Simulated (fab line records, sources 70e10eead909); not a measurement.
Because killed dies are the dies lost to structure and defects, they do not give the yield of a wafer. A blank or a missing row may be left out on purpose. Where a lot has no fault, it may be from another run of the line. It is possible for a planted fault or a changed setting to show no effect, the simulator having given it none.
Chamber matching / flow nand_harc / 4 sister chambers for NHARC_A_CONTACT_ETCH_106 on rie_diel-04
The step etches the open film in CF4/O2, target depth 90 nm, overetch 9 nm, time 49.5 s. 4 wafers are shown with their chamber, then 11 later ones without.

EACH WAFER AND ITS CHAMBER
wafer=L087.3; chamber=1; showerhead_plenum_p_Torr (Torr)=1.28
wafer=L085.3; chamber=0; showerhead_plenum_p_Torr (Torr)=1.29
wafer=L085.4; chamber=3; showerhead_plenum_p_Torr (Torr)=1.30
wafer=L089.1; chamber=2; showerhead_plenum_p_Torr (Torr)=1.40

WAFERS WITH NO CHAMBER GIVEN
wafer=L089.4; showerhead_plenum_p_Torr (Torr)=1.29
wafer=L089.5; showerhead_plenum_p_Torr (Torr)=1.29
wafer=L090.2; showerhead_plenum_p_Torr (Torr)=1.29
wafer=L090.3; showerhead_plenum_p_Torr (Torr)=1.28
wafer=L090.6; showerhead_plenum_p_Torr (Torr)=1.27
wafer=L093.1; showerhead_plenum_p_Torr (Torr)=1.40
wafer=L093.5; showerhead_plenum_p_Torr (Torr)=1.27
wafer=L093.6; showerhead_plenum_p_Torr (Torr)=1.29
wafer=L095.2; showerhead_plenum_p_Torr (Torr)=1.30
wafer=L095.4; showerhead_plenum_p_Torr (Torr)=1.27
wafer=L095.5; showerhead_plenum_p_Torr (Torr)=1.29

CHAMBER TAKEN BY EACH
wafer=L089.4; from the rows above=can't be placed: 0 or 1 or 3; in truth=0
wafer=L089.5; from the rows above=can't be placed: 0 or 1 or 3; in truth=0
wafer=L090.2; from the rows above=can't be placed: 0 or 1 or 3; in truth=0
wafer=L090.3; from the rows above=can't be placed: 1 or 0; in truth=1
wafer=L090.6; from the rows above=can't be placed: 1 or 0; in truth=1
wafer=L093.1; from the rows above=2; in truth=2
wafer=L093.5; from the rows above=can't be placed: 1 or 0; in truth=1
wafer=L093.6; from the rows above=can't be placed: 0 or 1 or 3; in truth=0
wafer=L095.2; from the rows above=can't be placed: 3 or 0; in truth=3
wafer=L095.4; from the rows above=can't be placed: 1 or 0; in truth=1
wafer=L095.5; from the rows above=can't be placed: 0 or 1 or 3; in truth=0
Correct placement for 1 of the 11. From these rows, 10 cannot be placed; in 10 the true chamber is one of the candidates. Wrongly placed: 0.
How it was worked out, from the rows above alone: a wafer's distance from a chamber is the root of the sum, over the readings, of the square of ((its reading less the chamber's mean) divided by the reading's scatter). If the next closest chamber is less than 2 further off than the closest, the wafer can't be placed; otherwise it belongs to the closest. A chamber's mean is the mean of its shown wafers. The scatter: with one shown wafer a chamber, the root of the mean of the squares of how far each hidden wafer lies from its nearest shown one.
